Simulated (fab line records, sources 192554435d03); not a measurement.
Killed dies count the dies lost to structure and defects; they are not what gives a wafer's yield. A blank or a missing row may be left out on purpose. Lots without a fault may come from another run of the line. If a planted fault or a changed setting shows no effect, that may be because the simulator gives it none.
Code-filled problem report in 8D (eight disciplines) form + flow n5Finfet + the parts of the form that need people (team, actions taken, sign-off) are left out

== 1. PROBLEM STATEMENT ==
N5_PASSIVATION_PROBE_49, killed_at_M4_up: mean 78 over 1 wafer from 1 lot; wafers with no fault: 13, standard deviation 5.2. That is +12 standard deviations from the usual mean.
First observed at day 16 22:08: wafer L538.2, on prober-02. The record holds 3 wafers of 1 lot with a number at this step. The rule behind "out" and "out of limits": a value lying over 4 standard deviations away from the usual mean. Any other wafer with a number is counted as sound.

== 2. WHAT IT IS; WHAT IT IS NOT ==
| question                    | is                | is not                                                                                                            |
|-----------------------------|-------------------|-------------------------------------------------------------------------------------------------------------------|
| which readings at this step | killed_at_M4_up   | killed_at_M0_to_M3, killedAtContacts, killedAtFrontEnd, killedAtOther, killedOpen, killedShort, sort_bin_6_memory |
| which lots                  | L538              | -                                                                                                                 |
| which wafers of those lots  | L538.2            | L538.1, L538.3                                                                                                    |
| read on which tools         | prober-02         | -                                                                                                                 |
| when                        | from day 16 22:08 | up to then (1 sound wafer); but 1 sound wafer of L538 came after                                                  |

== 3. SUSPECTS, AND WHAT RULES EACH OUT ==
Counting: any tool at a process step up to the reading remains a suspect provided it ran every lot that is out. Sound lots after the first of them don't rule it out here, since some wafers of a struck lot are sound.
- rieDiel-05 at N5_BEOL_M15_ETCH_61 (etches BARC in N2/H2, target depth 89 nm, overetch 26.7 nm, time 67.9 s): kept. It ran the lot that is out, L538 (day 16 01:19).
- aldHk-02 at N5_MIM_TOP_ALD_01 (deposits HfO2, target thk 5.6 nm, pulse time 1 s, purge time 3 s): kept. It ran the lot that is out, L538 (day 16 10:19). N5_MIM_TOP_ALD_01: start missing for some lots; hours and lot order therefore follow N5_MIM_BOT_LITHO_CD_MEAS_08.
- pecvd-01 at N5_PASSIVATION_PECVD_01 (deposits SiNx from SiH4/NH3/N2, target thk 200 nm, time 43.2 s): kept. It ran the lot that is out, L538 (day 16 11:32).
- prober-02 at N5_PASSIVATION_PROBE_49: kept. It ran the lot that is out, L538 (day 16 22:05). Its own killed_at_M4_up readings are out on those wafers.
- In rieDiel-05 at N5_BEOL_M15_ETCH_61, the wafers that are out were processed in chamber 1 and their sound lot-mates in chambers 0, 3.
- In aldHk-02 at N5_MIM_TOP_ALD_01, the wafers that are out were processed in chamber 1 and their sound lot-mates in chambers 2, 3.
- In pecvd-01 at N5_PASSIVATION_PECVD_01, the wafers that are out were processed in chamber 1 and their sound lot-mates in chambers 0, 2.
Left after counting: rieDiel-05 at N5_BEOL_M15_ETCH_61, aldHk-02 at N5_MIM_TOP_ALD_01, pecvd-01 at N5_PASSIVATION_PECVD_01, prober-02 at N5_PASSIVATION_PROBE_49.

== 4. THE CAUSE (what the simulator had put in) ==
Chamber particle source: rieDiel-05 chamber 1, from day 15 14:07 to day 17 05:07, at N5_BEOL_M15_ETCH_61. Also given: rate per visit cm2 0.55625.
Counting left 4 suspects, and this tool is among them.

== 5. THE CHAIN OF EFFECTS, in route order ==
Each row: a reading whose mean over the struck wafers that have a number lies more than 3 standard deviations from the usual. Readings are gone through only where the record gives a usual standard deviation; hours: the median, over the lots, of the time from a lot's start at the first step in this table giving one to that lot's start at this step; sigmas: the change measured in usual standard deviations.
| hours | step                    | reading            | usual  | on struck wafers | change | sigmas |
|-------|-------------------------|--------------------|--------|------------------|--------|--------|
| 0     | N5_PASSIVATION_PROBE_49 | defectLimitedYield | 91.4 % | 86.6             | -4.8   | -3.0   |
| 0     | N5_PASSIVATION_PROBE_49 | killed_at_M4_up    | 13     | 78               | +65    | +12    |
| 0     | N5_PASSIVATION_PROBE_49 | sortYieldPct       | 91.4 % | 86.6             | -4.8   | -3.0   |
Process steps it contains:
- N5_PASSIVATION_PROBE_49

== 6. WHAT WOULD HAVE CAUGHT IT SOONER ==
The fault began at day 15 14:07; the first out-of-limits reading in this record came at day 16 22:08, 32 hours later.
An alarm limit of 4 standard deviations would not have fired on the tool readings at N5_BEOL_M15_ETCH_61 for which the record gives a usual standard deviation, since none of them was out on any struck wafer.
Each of the lots that are out, 1 in all, had begun N5_BEOL_M15_ETCH_61 on rieDiel-05 no later than day 16 22:08. A hold on the tool at that time would have spared none of them.
